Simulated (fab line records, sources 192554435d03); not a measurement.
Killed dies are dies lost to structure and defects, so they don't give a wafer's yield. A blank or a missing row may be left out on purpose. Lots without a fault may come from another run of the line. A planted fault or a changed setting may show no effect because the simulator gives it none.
A struck lot beside a sound one | flow n5_finfet | 16 steps out of a route of 1938
Sound: wafers L446.1, L446.5, L446.6. Struck: wafer L463.1. (L463.2, L463.4 of the same lot were not struck and are left out.) The cause comes at the end.
At each step with rows: each side's tool, then ch and its chambers, then its first start. Under that, the readings that differ: sound wafers | struck wafers | difference of the means | sigmas: that difference in standard deviations of wafers without a fault.
alike: readings whose means differ by less than 2 such deviations, and words and numbers that are the same on both sides. not compared: withheld readings, readings that some wafer has no value for, bounds like >300 that may hide the same value, and numbers for which the record gives no deviation and whose values overlap.
The two part at a step that has a row with sigmas, a row that says differs or no value, or rows on one side only. Numbers that don't overlap but have no deviation are shown without sigmas and don't part them. A reading that every wafer of one side lacks parts them only if that side has two wafers or more.

first, 1 step without rows for these wafers: N5_SDB_STRIP_19 (strips in N2/H2).
N5_SDB_STRIP_21: strips in CF4.
  sound on rie_diel-06 ch 1,2, day 4 11:17; struck on rie_diel-03 ch 0, day 8 22:50
  alike: drypump_motor_current_A, oes_product_au, rf_fwd_power_W, rf_vpp_V, showerhead_plenum_p_Torr, throttle_valve_pct
  not compared: rf_hours_counter_h
N5_SDB_HM_OPEN_20: chemistry CH3F/O2, target SiNx, stops on poly-Si, target depth 24 nm.
  sound on rie_diel-06 ch 1,2, day 4 11:18; struck on rie_diel-03 ch 0, day 8 22:52
  alike: drypump_motor_current_A, oes_product_au, rf_fwd_power_W, rf_vpp_V, showerhead_plenum_p_Torr, throttle_valve_pct
  not compared: rf_hours_counter_h
N5_SDB_STRIP_22: strips in N2/H2.
  sound on plasma_asher-02 ch 0,1, day 4 11:23; struck on plasma_asher-02 ch 1, day 8 22:56
  alike: drypump_motor_current_A, heater_power_w, oes_product_au, strip_time_to_endpoint_s
  not compared: rf_hours_counter_h
then, 3 steps without rows for these wafers: N5_SDB_PRECLEAN_23 (cleans in dHF, time 30 s); N5_SDB_DUMMY_REMOVE_24 (chemistry TMAH, target poly-Si, stops on SiO2, target depth 142 nm, time 57 s, rinse time 30 s); N5_SDB_ETCH_25 (etches SiO2 in C4F6/O2, target depth 10 nm, time 3.3 s).
N5_SDB_CUT_ETCH_26: etches Si in HBr/Cl2/O2, target depth 129.6 nm, bt time 20 s, time 51.8 s.
  sound on rie_si-02 ch 0,1, day 4 11:43; struck on rie_si-06 ch 2, day 8 23:14
  alike: drypump_motor_current_A, oes_product_au, throttle_valve_pct
  not compared: rf_fwd_power_W, rf_hours_counter_h
then, 3 steps without rows for these wafers: N5_SDB_PRECLEAN_38 (cleans in dHF, time 10 s); N5_SDB_PRECLEAN_39 (cleans in O3/DIW, time 45 s); N5_SDB_SRD_28 (time 30 s).
N5_SDB_ALD_29: deposits SiNx, target thk 30 nm, pulse time 1 s, ald cycles 600.
  sound on ald_sin-02 ch 1,2, day 4 11:54; struck on ald_sin-03 ch 3, day 8 23:30
  reading            | sound        | struck | difference | sigmas
  heater_power_w (W) | 989 1013 865 | 635    | -321       | -3
  alike: precursor_pulse_height_rel
N5_SDB_CMP_30: polishes, stops on poly-Si, t overpolish 1.54 s, target thk 30 nm.
  sound on cmp-03 ch 0,1,2, day 4 14:43; struck on cmp-02 ch 1, day 9 02:16
  reading                                     | sound          | struck | difference | sigmas
  time_to_endpoint_s (s)                      | 17.1 15.9 16.6 | 34.8   | +18.3      | +8
  model.a-Si_of_DUMMY_GATE_CVD_03.thk_nm (nm) | 63.2 62.8 65.2 | 65.6   | +1.9       |
  alike: motor_current_A, overpolish_run_s
N5_SDB_THK_MEAS_31:
  sound on film_metro-01, day 4 14:56; struck on film_metro-02, day 9 02:32
  alike: SDB_THK
-- the record jumps here: 5 days lie between the struck wafers' starts before and after (it left off in module SDB and takes up again in module BEOL_M4, whose first step shown is number 1111 of the route) --
N5_BEOL_M4_RC_MEAS_101:
  sound on prober-01 ch 0, day 9 15:49; struck on prober-01 ch 0, day 14 03:54
  reading   | sound          | struck | difference | sigmas
  VT_P (mV) | -248 -250 -248 | -257   | -8         | -3
  alike: DIBL_N, DIBL_P, IOFF_N, IOFF_P, ION_N, ION_P, SS_N, SS_P, VT_N
N5_PASSIVATION_PROBE_49:
  the record has rows for the sound wafers here (prober-02, day 13 21:02) and none for the struck ones

WHERE THEY PART
First at N5_SDB_ALD_29; last, within this record, at N5_PASSIVATION_PROBE_49.

WHY: what the simulator had put in
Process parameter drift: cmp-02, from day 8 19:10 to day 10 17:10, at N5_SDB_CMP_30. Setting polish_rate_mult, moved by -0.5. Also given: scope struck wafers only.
